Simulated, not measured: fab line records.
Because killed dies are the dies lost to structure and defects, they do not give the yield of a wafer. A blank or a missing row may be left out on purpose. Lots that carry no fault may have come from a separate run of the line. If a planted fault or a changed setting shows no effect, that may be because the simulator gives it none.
fab line records | flow n5-finfet | part 1 of 2: steps 1 to 4 of 6
[record] lots = 24 wafers = 72 last-day = 19
route steps=1938 shown ZERO_LAYER@14 WELL_APT@55 FIN_SAQP@97 FIN_CUT@176
lots with no fault: from the same line, run without faults
start-h: hours from the record's opening day to when the first of the lot's shown wafers began | wait-h: hours from the lot's prior step to this one | " the same as in the row above | L1.1+2: a single row standing in for several wafers | - no value present, or no start provided | * or withheld: withheld | < > ~ a bound
route shown NAME@n: names a module that has steps shown in the file, with the first one's number in the route | usual: average and standard deviation across the fault-free wafers | same: alike in all rows | chamber/n: place in a boat | sites: each site's reading | _std_site: how widely they spread, as a standard deviation | _edge_site: outer sites' mean less inner sites' | radius-mm: how far each site lies from the wafer's centre | mask NAME#n: copy n | behind: the last tool/chamber to shape the wafer | hold: the reason the lot was held/the length of the hold in hours/how it ended | device: the transistor (n, p or np) that didn't switch | end of line: the route-end tests of the same wafers | a step given without rows: its recipe and nothing more | killed: count of dies lost to structure and defects at first sort (not the wafer's yield) | map: a wafer's dies, marking killed ones x, the rest . and places with no die _
set.NAME: the run value of the setting; set.NAME@STEP: its run value at that earlier step | model.NAME: the simulator's own value behind a step, which no gauge read
a sample of lots followed through the steps of the route, with each step as a table and each wafer as a row
services: a tool's chamber out of use, with start hour (start-h, from the record's first day; less than 0 if before it), hours out, and reason
[[steps]]
[step N5_ZERO_LAYER_DESCUM_16]
[recipe] chemistry = O2 time-s = 7.9 source-power-w = 50 bias-power-w = 20 pressure-mtorr = 20 rf-frequency-hz = 2.712e+07 temp-c = 40 o2-flow-sccm = 225
[usual] drypump-motor-current-A = 5.6/0.54 oes-product-au = 0.79/0.082 rf-vpp-V = 243.4/1.3 showerhead-plenum-p-Torr = 2.12/0.061 throttle-valve-pct = 20.45/0.26
// columns lot.wafer tool chamber start-h wait-h drypump-motor-current-A oes-product-au rf-hours-counter-h rf-vpp-V showerhead-plenum-p-Torr throttle-valve-pct
L074.2 rie-diel-01 3 12.80 0.0 6.2 0.69 245 243.1 2.07 20.45
L074.5 " 3 " " 6.2 0.69 - 243.5 2.07 20.44
L074.6 " 0 " " 6.1 0.76 - 243.3 2.13 20.70
L075.2 rie-diel-06 3 18.72 0.0 5.9 0.82 94 244.5 2.13 20.37
L075.4 " 0 " " 6.6 0.69 - 244.1 2.14 20.11
L075.5 " 3 " " 6.0 0.81 - 243.6 2.13 20.39
L076.2 rie-diel-06 2 25.09 0.3 6.0 0.80 107 246.0 2.18 20.14
L076.4 " 1 " " 5.2 0.70 216 245.2 2.16 20.84
L076.6 " 1 " " 5.2 0.70 - 244.2 2.16 20.84
L077.2 rie-diel-06 3 31.18 0.4 6.0 0.81 98 243.7 2.13 20.38
L077.3 " 0 " " 6.6 0.68 244 244.8 2.14 20.12
L077.6 " 3 " " 6.0 0.80 - 245.0 2.13 20.41
L078.1 rie-diel-06 2 36.80 0.0 6.0 0.80 108 245.3 2.18 20.14
L078.2 " 0 " " 6.6 0.69 247 243.5 2.14 20.10
L078.6 " 2 " " 5.9 0.79 - 243.0 2.18 20.14
L079.1 rie-diel-01 0 42.81 0.0 6.1 0.75 132 245.4 2.12 20.70
L079.4 " 2 " " 5.8 0.84 - 244.5 2.23 20.46
L079.5 " 0 " " 6.1 0.75 - 244.2 2.12 20.73
L080.1 rie-diel-03 0 48.82 0.0 5.5 0.72 235 245.0 2.15 20.65
L080.3 " 1 " " 5.0 0.88 55 241.3 2.04 20.65
L080.6 " 2 " " 5.1 0.84 - 244.2 2.15 20.44
L081.3 rie-diel-06 3 54.90 0.3 6.0 0.80 109 244.9 2.12 20.40
L081.5 " 1 " " 5.2 0.69 - 244.2 2.15 20.86
L081.6 " 3 " " 6.0 0.80 - 244.2 2.12 20.41
L082.3 rie-diel-03 0 60.84 0.2 5.5 0.73 237 243.1 2.15 20.64
L082.5 " 1 " " 5.0 0.88 - 242.0 2.04 20.64
L082.6 " 2 " " 5.1 0.84 - 244.3 2.15 20.45
L083.2 rie-diel-03 2 66.70 0.0 5.1 0.83 55 242.9 2.15 20.46
L083.3 " 3 " " 4.7 0.80 97 242.0 2.03 20.45
L083.4 " 0 " " 5.5 0.72 240 243.2 2.14 20.64
L084.1 rie-diel-06 1 72.81 0.0 5.2 0.68 236 244.2 2.15 20.86
L084.4 " 3 " " 5.9 0.79 - 242.9 2.12 20.40
L084.5 " 1 " " 5.2 0.69 - 244.6 2.15 20.86
L085.4 rie-diel-01 0 78.80 0.0 6.0 0.73 144 242.8 2.12 20.73
L085.5 " 2 " " 5.9 0.82 - 244.6 2.23 20.50
L085.6 " 1 " " 5.8 0.73 - 241.4 2.01 20.57
L086.2 rie-diel-06 2 84.68 0.0 6.0 0.77 128 244.0 2.17 20.18
L086.5 " 2 " " 6.0 0.78 - 244.4 2.17 20.17
L086.6 " 1 " " 5.2 0.67 - 244.6 2.15 20.87
L087.4 rie-diel-06 0 90.68 0.0 6.6 0.99 4 244.0 2.14 19.76
L087.5 " 1 " " 5.2 0.68 - 244.2 2.15 20.86
L087.6 " 0 " " 6.6 0.99 - 243.7 2.14 19.76
L088.2 rie-diel-01 2 96.89 0.0 5.9 0.81 72 244.3 2.22 20.49
L088.3 " 3 " " 6.2 0.93 14 242.6 2.06 20.08
L088.4 " 1 " " 5.8 0.73 169 241.4 2.01 20.59
L089.1 rie-diel-01 1 102.83 0.0 5.8 0.72 171 242.8 2.01 20.61
L089.5 " 1 " " 5.8 0.72 - 241.2 2.01 20.60
L089.6 " 2 " " 5.8 0.81 - 246.3 2.22 20.48
L090.3 rie-diel-03 2 108.80 0.0 5.1 0.82 66 243.8 2.14 20.47
L090.4 " 2 " " 5.1 0.82 - 244.2 2.14 20.48
L090.5 " 1 " " 5.0 0.86 - 241.7 2.03 20.68
L091.1 rie-diel-06 3 114.68 0.0 6.0 0.77 129 243.9 2.12 20.43
L091.2 " 1 " " 5.2 0.67 247 245.3 2.15 20.88
L091.4 " 0 " " 6.6 0.96 11 244.7 2.14 19.78
L092.1 rie-diel-06 0 120.85 0.0 6.6 0.96 12 243.4 2.14 19.77
L092.3 " 1 " " 5.2 0.68 248 243.5 2.15 20.87
L092.5 " 2 " " 6.0 0.77 - 242.6 2.17 20.19
L093.3 rie-diel-01 0 126.89 0.0 6.0 0.73 158 241.5 2.11 20.76
L093.4 " 2 " " 5.9 0.80 85 244.4 2.22 20.49
L093.6 " 2 " " 5.8 0.80 - 245.2 2.22 20.52
L094.1 rie-diel-03 3 132.68 0.0 4.7 0.78 119 241.2 2.03 20.50
L094.2 " 0 " " 5.4 1.01 0 244.9 2.14 20.26
L094.5 " 3 " " 4.7 0.78 - 242.7 2.03 20.50
L095.1 rie-diel-03 0 138.68 0.0 5.5 0.99 1 242.7 2.14 20.25
L095.4 " 2 " " 5.1 0.81 78 244.3 2.14 20.47
L095.5 " 2 " " 5.1 0.81 - 243.4 2.14 20.49
L096.2 rie-diel-03 0 144.68 0.0 5.5 0.98 2 243.9 2.14 20.23
L096.3 " 1 " " 5.0 0.85 86 242.1 2.03 20.69
L096.6 " 1 " " 5.0 0.85 - 242.9 2.03 20.69
L097.3 rie-diel-03 3 151.13 0.4 4.7 0.79 123 241.8 2.02 20.50
L097.4 " 2 " " 5.1 0.81 81 245.2 2.14 20.49
L097.5 " 2 " " 5.1 0.80 - 243.6 2.14 20.50
[step N5_WELL_APT_EPI_41]
[recipe] material = Si target-thk-a = 500 temp-c = 650 precursor = SiH4/H2 pressure-torr = 20 time-s = 297.7
[usual] throttle-valve-pct = 11.46/0.2
// columns lot.wafer tool chamber start-h wait-h throttle-valve-pct
L074.2 epi-rpcvd-03 0 16.35 0.1 11.54
L074.5 " 0 " " 11.47
L074.6 " 0 " " 11.20
L075.2 epi-rpcvd-01 0 22.34 0.1 11.61
L075.4 " 0 " " 11.69
L075.5 " 0 " " 11.53
L076.2 epi-rpcvd-03 0 29.14 0.1 11.52
L076.4 " 0 " " 11.38
L076.6 " 0 " " 11.56
L077.2 epi-rpcvd-03 0 34.49 0.2 11.39
L077.3 " 0 " " 11.37
L077.6 " 0 " " 11.48
L078.1 epi-rpcvd-03 0 40.68 0.0 11.65
L078.2 " 0 " " 11.09
L078.6 " 0 " " 11.51
L079.1 epi-rpcvd-01 0 46.21 0.0 11.32
L079.4 " 0 " " 11.64
L079.5 " 0 " " 11.69
L080.1 epi-rpcvd-01 0 52.22 0.0 11.41
L080.3 " 0 " " 11.25
L080.6 " 0 " " 11.43
L081.3 epi-rpcvd-01 0 58.84 0.2 11.55
L081.5 " 0 " " 11.51
L081.6 " 0 " " 11.47
L082.3 epi-rpcvd-03 0 64.40 0.2 11.53
L082.5 " 0 " " 11.49
L082.6 " 0 " " 11.54
L083.2 epi-rpcvd-01 0 70.44 0.2 11.25
L083.3 " 0 " " 11.83
L083.4 " 0 " " 11.57
L084.1 epi-rpcvd-03 0 76.15 0.0 11.52
L084.4 " 0 " " 11.47
L084.5 " 0 " " 11.50
L085.4 epi-rpcvd-01 0 82.65 0.4 11.68
L085.5 " 0 " " 11.68
L085.6 " 0 " " 11.92
L086.2 epi-rpcvd-01 0 88.08 0.2 11.43
L086.5 " 0 " " 11.51
L086.6 " 0 " " 11.39
L087.4 epi-rpcvd-03 0 94.48 0.3 11.43
L087.5 " 0 " " 11.31
L087.6 " 0 " " 11.49
L088.2 epi-rpcvd-01 0 100.82 0.2 11.72
L088.3 " 0 " " 11.78
L088.4 " 0 " " 11.57
L089.1 epi-rpcvd-01 0 106.08 0.0 11.54
L089.5 " 0 " " 11.20
L089.6 " 0 " " 11.95
L090.3 epi-rpcvd-04 0 112.29 0.2 11.19
L090.4 " 0 " " 11.12
L090.5 " 0 " " 11.06
L091.1 epi-rpcvd-01 0 119.18 0.0 11.87
L091.2 " 0 " " 11.28
L091.4 " 0 " " 11.61
L092.1 epi-rpcvd-01 0 124.30 0.0 11.70
L092.3 " 0 " " 11.61
L092.5 " 0 " " 11.50
L093.3 epi-rpcvd-03 0 130.64 0.2 11.68
L093.4 " 0 " " 11.54
L093.6 " 0 " " 11.22
L094.1 epi-rpcvd-01 0 136.11 0.0 11.40
L094.2 " 0 " " 11.50
L094.5 " 0 " " 11.58
L095.1 epi-rpcvd-04 0 141.95 0.0 11.24
L095.4 " 0 " " 10.98
L095.5 " 0 " " 11.05
L096.2 epi-rpcvd-03 0 148.22 0.1 11.30
L096.3 " 0 " " 11.53
L096.6 " 0 " " 11.67
L097.3 epi-rpcvd-04 0 154.75 0.3 11.22
L097.4 " 0 " " 11.03
L097.5 " 0 " " 11.00
[step N5_FIN_SAQP_THK_MEAS_05]
[usual] thk-nm = 38.0/0.55
// columns lot.wafer tool chamber start-h wait-h thk-nm
L074.2 film-metro-01 - 21.32 0.1 37.3
L074.5 " - " " 38.4
L074.6 " - " " 38.9
L075.2 film-metro-01 - 26.84 0.1 37.5
L075.4 " - " " 37.8
L075.5 " - " " 37.9
L076.2 film-metro-02 - 33.89 0.1 37.7
L076.4 " - " " 38.0
L076.6 " - " " 37.7
L077.2 film-metro-02 - 40.13 0.1 38.3
L077.3 " - " " 38.0
L077.6 " - " " 38.6
L078.1 film-metro-02 - 45.63 0.1 36.8
L078.2 " - " " 37.3
L078.6 " - " " 37.5
L079.1 film-metro-02 - 50.77 0.1 37.6
L079.4 " - " " 36.9
L079.5 " - " " 37.4
L080.1 film-metro-02 - 57.27 0.1 37.4
L080.3 " - " " 38.0
L080.6 " - " " 38.7
L081.3 film-metro-01 - 63.57 0.1 37.9
L081.5 " - " " 38.3
L081.6 " - " " 38.4
L082.3 film-metro-02 - 69.00 0.1 37.2
L082.5 " - " " 38.0
L082.6 " - " " 39.1
L083.2 film-metro-01 - 75.25 0.1 38.9
L083.3 " - " " 37.6
L083.4 " - " " 37.9
L084.1 film-metro-01 - 81.00 0.1 37.7
L084.4 " - " " 38.9
L084.5 " - " " 38.3
L085.4 film-metro-02 - 87.26 0.0 39.0
L085.5 " - " " 37.9
L085.6 " - " " 38.8
L086.2 film-metro-01 - 94.64 0.1 38.0
L086.5 " - " " 38.6
L086.6 " - " " 38.0
L087.4 film-metro-01 - 100.01 0.1 38.2
L087.5 " - " " 38.5
L087.6 " - " " 38.5
L088.2 film-metro-02 - 105.58 0.1 37.7
L088.3 " - " " 37.2
L088.4 " - " " 38.1
L089.1 film-metro-02 - 110.83 0.1 37.2
L089.5 " - " " 38.1
L089.6 " - " " 38.0
L090.3 film-metro-01 - 116.71 0.1 37.6
L090.4 " - " " 37.8
L090.5 " - " " 38.0
L091.1 film-metro-01 - 124.37 0.1 37.2
L091.2 " - " " 37.4
L091.4 " - " " 37.6
L092.1 film-metro-02 - 129.23 0.1 37.5
L092.3 " - " " 38.4
L092.5 " - " " 38.4
L093.3 film-metro-01 - 134.87 0.1 38.1
L093.4 " - " " 38.0
L093.6 " - " " 38.1
L094.1 film-metro-02 - 141.66 0.1 37.2
L094.2 " - " " 36.9
L094.5 " - " " 38.4
L095.1 film-metro-02 - 147.33 0.1 38.9
L095.4 " - " " 39.3
L095.5 " - " " 39.2
L096.2 film-metro-01 - 153.73 0.1 38.2
L096.3 " - " " 38.4
L096.6 " - " " 38.9
L097.3 film-metro-02 - 159.42 0.1 38.0
L097.4 " - " " 38.4
L097.5 " - " " 38.7
[step N5_FIN_SAQP_SPACER1_ETCHBACK_25]
[recipe] chemistry = CHF3/O2 mode = anisotropic-etchback target = SiO2 target-depth-a = 244 time-s = 12.2 pressure-mtorr = 30 source-w = 650 bias-w = 170 Ar_flow_sccm = 200 CHF3_flow_sccm = 50 O2_flow_sccm = 5 ion-energy-ev = 200
[usual] bias-w = 170.0/0.48 drypump-motor-current-A = 5.7/0.43 mfc-ar-sccm = 200.0/0.6 oes_o_777_au = 0.76/0.066 oes-product-au = 0.76/0.064 rf-vpp-V = 526/10 showerhead-plenum-p-Torr = 2.42/0.091 throttle-valve-pct = 18.90/0.26
// columns lot.wafer tool chamber start-h wait-h bias-w drypump-motor-current-A mfc-ar-sccm oes_o_777_au oes-product-au rf-hours-counter-h rf-vpp-V showerhead-plenum-p-Torr throttle-valve-pct
L074.2 rie-diel-02 2 23.96 0.4 170.1 6.4 201.0 0.96 0.94 11 538 2.57 18.72
L074.5 " 1 " " 170.4 5.8 200.7 0.74 0.74 - 522 2.49 18.96
L074.6 " 0 " " 170.3 5.8 200.2 0.73 0.74 - 527 2.31 18.81
L075.2 rie-diel-02 1 29.41 0.4 170.4 5.8 198.8 0.75 0.74 158 521 2.49 18.98
L075.4 " 2 " " 169.8 6.4 199.3 0.97 0.94 12 538 2.57 18.74
L075.5 " 0 " " 170.2 5.7 200.0 0.73 0.73 - 527 2.31 18.82
L076.2 rie-diel-04 1 37.31 1.0 169.1 5.3 200.5 0.76 0.74 166 528 2.52 19.28
L076.4 " 2 " " 170.6 6.1 200.5 0.77 0.77 140 515 2.33 18.75
L076.6 " 0 " " 170.7 5.6 201.0 0.85 0.87 - 507 2.35 18.43
L077.2 rie-diel-02 0 42.89 0.4 170.1 5.8 199.8 0.73 0.73 192 528 2.31 18.84
L077.3 " 2 " " 169.7 6.4 199.5 0.94 0.93 18 537 2.56 18.72
L077.6 " 3 " " 170.4 4.9 200.4 0.73 0.75 - 539 2.39 18.80
L078.1 rie-diel-02 3 48.48 0.5 170.4 4.9 200.1 0.72 0.75 168 540 2.39 18.82
L078.2 " 2 " " 169.8 6.4 199.2 0.93 0.93 20 537 2.56 18.73
L078.6 " 3 " " 170.2 4.9 200.9 0.72 0.75 - 540 2.39 18.83
L079.1 rie-diel-04 2 53.43 0.4 169.4 6.1 200.6 0.78 0.77 145 515 2.32 18.75
L079.4 " 3 " " 169.3 5.7 200.3 0.73 0.74 164 527 2.50 19.23
L079.5 " 1 " " 170.2 5.3 201.0 0.74 0.73 - 528 2.52 19.28
L080.1 rie-diel-02 2 60.32 0.4 169.6 6.4 199.6 0.92 0.91 26 539 2.56 18.73
L080.3 " 0 " " 170.0 5.8 199.7 0.72 0.72 199 528 2.30 18.84
L080.6 " 2 " " 170.3 6.4 200.0 0.92 0.90 - 539 2.56 18.74
L081.3 rie-diel-04 2 66.51 0.4 169.6 6.1 200.5 0.77 0.77 150 516 2.32 18.78
L081.5 " 0 " " 169.5 5.6 200.1 0.83 0.85 - 509 2.35 18.45
L081.6 " 1 " " 169.9 5.3 200.3 0.75 0.72 - 528 2.52 19.29
L082.3 rie-diel-02 0 72.09 0.4 170.5 5.8 201.3 0.72 0.72 205 527 2.30 18.85
L082.5 " 3 " " 171.1 4.9 200.3 0.71 0.74 - 540 2.39 18.84
L082.6 " 2 " " 170.3 6.4 201.0 0.91 0.90 - 540 2.56 18.75
L083.2 rie-diel-04 3 77.98 0.4 169.8 5.7 200.3 0.73 0.73 175 526 2.50 19.24
L083.3 " 0 " " 169.9 5.6 201.0 0.82 0.84 46 507 2.35 18.46
L083.4 " 2 " " 169.6 6.0 200.4 0.77 0.77 155 515 2.32 18.77
L084.1 rie-diel-04 2 83.69 0.4 170.2 6.1 199.2 0.76 0.76 157 514 2.32 18.77
L084.4 " 1 " " 169.6 5.3 199.0 0.74 0.73 181 528 2.51 19.32
L084.5 " 2 " " 170.9 6.1 200.4 0.78 0.77 - 516 2.32 18.77
L085.4 rie-diel-05 2 92.29 0.4 170.7 5.5 200.5 0.79 0.75 168 525 2.48 18.63
L085.5 " 1 " " 170.1 6.5 199.5 0.67 0.68 - 526 2.31 19.16
L085.6 " 2 " " 170.3 5.5 200.6 0.79 0.74 - 527 2.48 18.61
L086.2 rie-diel-04 0 98.91 0.4 169.1 5.6 200.5 0.81 0.83 55 509 2.34 18.47
L086.5 " 2 " " 170.2 6.1 199.6 0.77 0.76 - 516 2.32 18.77
L086.6 " 3 " " 169.7 5.7 200.4 0.72 0.72 - 525 2.50 19.27
L087.4 rie-diel-04 0 102.77 0.4 169.8 5.6 199.7 0.81 0.82 56 507 2.34 18.48
L087.5 " 2 " " 170.1 6.1 201.3 0.76 0.76 - 515 2.32 18.77
L087.6 " 3 " " 169.8 5.7 199.3 0.72 0.71 - 527 2.50 19.26
L088.2 rie-diel-04 0 108.31 0.4 170.0 5.6 200.7 0.81 0.82 58 508 2.34 18.49
L088.3 " 3 " " 170.7 5.7 199.8 0.72 0.71 186 526 2.50 19.26
L088.4 " 1 " " 170.2 5.3 199.6 0.74 0.71 190 529 2.51 19.32
L089.1 rie-diel-02 2 114.65 0.4 170.0 6.3 200.2 0.89 0.87 46 539 2.55 18.78
L089.5 " 2 " " 170.5 6.4 200.3 0.89 0.86 - 538 2.55 18.79
L089.6 " 3 " " 170.4 4.9 199.5 0.71 0.73 - 540 2.38 18.84
L090.3 rie-diel-02 2 120.02 0.4 170.0 6.4 199.8 0.89 0.86 48 537 2.55 18.79
L090.4 " 0 " " 169.0 5.8 199.1 0.70 0.70 223 527 2.29 18.89
L090.5 " 2 " " 170.4 6.4 199.5 0.88 0.86 - 536 2.55 18.77
L091.1 rie-diel-02 3 127.26 0.4 170.5 4.9 200.7 0.71 0.72 198 539 2.38 18.84
L091.2 " 1 " " 170.6 5.8 200.1 0.72 0.72 185 521 2.48 19.02
L091.4 " 0 " " 170.5 5.8 200.3 0.70 0.69 226 527 2.29 18.88
L092.1 rie-diel-02 2 132.09 0.4 170.4 6.4 201.0 0.88 0.86 53 537 2.55 18.78
L092.3 " 3 " " 169.8 4.9 199.8 0.70 0.73 200 540 2.38 18.85
L092.5 " 1 " " 169.5 5.8 199.5 0.73 0.72 - 522 2.48 19.02
L093.3 rie-diel-04 3 137.73 0.4 169.5 5.8 200.1 0.71 0.71 198 526 2.49 19.28
L093.4 " 2 " " 170.0 6.1 200.5 0.76 0.75 176 515 2.31 18.81
L093.6 " 3 " " 169.1 5.8 200.8 0.71 0.71 - 525 2.49 19.29
L094.1 rie-diel-05 2 144.57 0.4 169.8 5.5 200.1 0.77 0.74 183 526 2.48 18.64
L094.2 " 1 " " 169.7 6.5 199.6 0.67 0.67 220 526 2.30 19.16
L094.5 " 3 " " 170.1 6.1 199.5 0.76 0.77 - 527 2.41 18.96
L095.1 rie-diel-04 0 150.33 0.4 170.3 5.6 199.1 0.79 0.80 72 507 2.34 18.51
L095.4 " 2 " " 170.0 6.1 198.6 0.75 0.75 179 517 2.31 18.80
L095.5 " 1 " " 169.8 5.3 199.8 0.72 0.71 - 528 2.50 19.33
L096.2 rie-diel-05 0 156.79 0.4 170.4 5.6 199.9 0.72 0.71 198 538 2.39 19.26
L096.3 " 1 " " 170.3 6.5 200.3 0.66 0.67 225 525 2.30 19.18
L096.6 " 1 " " 170.0 6.5 200.5 0.66 0.67 - 527 2.30 19.18
L097.3 rie-diel-04 0 161.94 0.4 170.8 5.6 199.5 0.78 0.80 76 509 2.34 18.51
L097.4 " 2 " " 169.4 6.0 200.7 0.75 0.75 - 515 2.31 18.82
L097.5 " 3 " " 169.5 5.7 200.3 0.71 0.70 - 524 2.49 19.29
